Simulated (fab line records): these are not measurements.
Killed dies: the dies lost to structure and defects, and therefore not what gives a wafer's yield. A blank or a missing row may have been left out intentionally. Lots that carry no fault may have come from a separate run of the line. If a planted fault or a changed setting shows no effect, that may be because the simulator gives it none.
Which of the tools did it? ; flow nand-harc ; 11 lots with 33 wafers sampled at 3 steps, on a route of 1302 steps

WHAT EACH GAUGE READ, for each wafer
NHARC_P_ZERO_WELL_CD_MEAS_52 targets a cd of 2000 nm.
lot;measured;on;cd-nm (nm)
L490;day 2 11:53;cd-sem-03;2001.4 2000.4 2003.0
L491;day 2 21:41;cd-sem-01;1998.6 2001.5 2002.8
L493;day 3 17:58;cd-sem-02;2001.9 2001.3 2001.4
L495;day 4 13:36;cd-sem-02;1937.3 1937.3 1937.8
L496;day 4 23:58;cd-sem-02;2000.9 2000.3 2000.1
L503;day 7 21:59;cd-sem-01;1998.5 2003.2 2002.5
L504;day 8 07:55;cd-sem-02;1999.1 2000.5 2001.0
L505;day 8 17:47;cd-sem-02;1998.7 2000.9 1999.7
L506;day 9 03:33;cd-sem-02;1995.8 2002.7 1999.7
L509;day 10 13:48;cd-sem-03;2000.2 2000.6 2001.9
L511;day 11 05:38;cd-sem-02;1999.3 1998.2 2000.0

WHICH TOOL RAN EACH LOT (tool, then ch and the chambers of the sampled wafers, then the start)
lot;NHARC_P_ZERO_WELL_ETCH_65;NHARC_P_ZERO_WELL_EXPOSE_49
L490;rie-diel-09 ch 0,1,3, day 2 07:34;krf-scanner-04 ch 0, day 2 11:44
L491;rie-diel-09 ch 0,3, day 2 17:29;krf-scanner-04 ch 0, day 2 21:32
L493;rie-diel-12 ch 0,1, day 3 13:40;krf-scanner-01 ch 0, day 3 17:48
L495;rie-diel-09 ch 0,1,3, day 4 09:21;krf-scanner-01 ch 0, day 4 13:27
L496;rie-diel-09 ch 0,1,2, day 4 19:33;krf-scanner-04 ch 0, day 4 23:49
L503;rie-diel-09 ch 0,1,2, day 7 17:37;krf-scanner-04 ch 0, day 7 21:50
L504;rie-diel-09 ch 0,1,2, day 8 03:29;krf-scanner-01 ch 0, day 8 07:46
L505;rie-diel-02 ch 1,2,3, day 8 13:35;krf-scanner-01 ch 0, day 8 17:38
L506;rie-diel-02 ch 0,1,2, day 8 23:23;krf-scanner-04 ch 0, day 9 03:23
L509;rie-diel-12 ch 1,2,3, day 10 05:30;krf-scanner-01 ch 0, day 10 13:39
L511;rie-diel-09 ch 0,2,3, day 11 01:22;krf-scanner-01 ch 0, day 11 05:28
- NHARC_P_ZERO_WELL_ETCH_65: etches the open film in N2/H2, target depth 80 nm, overetch 24 nm, time 87.88 s.
- NHARC_P_ZERO_WELL_EXPOSE_49: exposes mask P HVPW, target cd 2000 nm.

AS READ BY THE TOOLS THEMSELVES (means over the sampled wafers that have a number; for cases with no such wafer, the mark the record gives instead)
NHARC_P_ZERO_WELL_ETCH_65.
lot;tool;drypump-motor-current-A (A);h2-flow-sccm (sccm);oes-product-au (a.u.);rf-vpp-V (V);showerhead-plenum-p-Torr (Torr);throttle-valve-pct (%)
L490;rie-diel-09;5.8;150.4;0.983;433.3;2.14;14.165
L491;rie-diel-09;5.8;150.0;0.992;433.3;2.11;14.173
L493;rie-diel-12;6.6;150.4;1.013;428.6;1.97;14.180
L495;rie-diel-09;5.8;150.2;0.985;434.1;2.14;14.172
L496;rie-diel-09;5.4;149.9;0.992;433.5;2.11;14.178
L503;rie-diel-09;5.5;150.3;1.008;431.6;2.11;14.168
L504;rie-diel-09;5.5;149.8;1.005;432.1;2.11;14.171
L505;rie-diel-02;5.6;150.3;1.002;427.6;1.97;14.168
L506;rie-diel-02;5.5;150.0;1.003;428.5;1.96;14.173
L509;rie-diel-12;5.8;149.8;0.997;430.1;2.02;14.166
L511;rie-diel-09;5.8;150.3;1.009;431.7;2.10;14.170

THE ANSWER, worked out from the rows above alone
Rule: the usual values come from the lots themselves. Put in order of their means at a reading, lots are off if they are a third of the lots or fewer, leave a main group of 4 or more, and stand apart from it by a gap of 3 or more times the standard deviation of the main group's means; of several such gaps the widest counts. Not used: any main group whose means are identical at the precision the tables above print for the reading. Also off: a lot with no number at a reading for which 4 or more lots have one. Any other lot the step has rows for is counted as sound. First the gauges in route order, then the tools' own readings, where a lot's mean is used as printed above. At the first step where some lot is off, the reading lying furthest off is the one used; lots without a number count as furthest.
Off at NHARC_P_ZERO_WELL_CD_MEAS_52 (cd-nm): L495. The main group has a mean of 2000.5 nm with a standard deviation of 0.84.
A tool fits if, at a process step before that reading, it ran every lot that is off, and no sound lot after the first of them. The gauges at NHARC_P_ZERO_WELL_CD_MEAS_52 are tried like those tools. No candidate that was tried fits.

WHAT HAD BEEN PUT IN BY THE SIMULATOR
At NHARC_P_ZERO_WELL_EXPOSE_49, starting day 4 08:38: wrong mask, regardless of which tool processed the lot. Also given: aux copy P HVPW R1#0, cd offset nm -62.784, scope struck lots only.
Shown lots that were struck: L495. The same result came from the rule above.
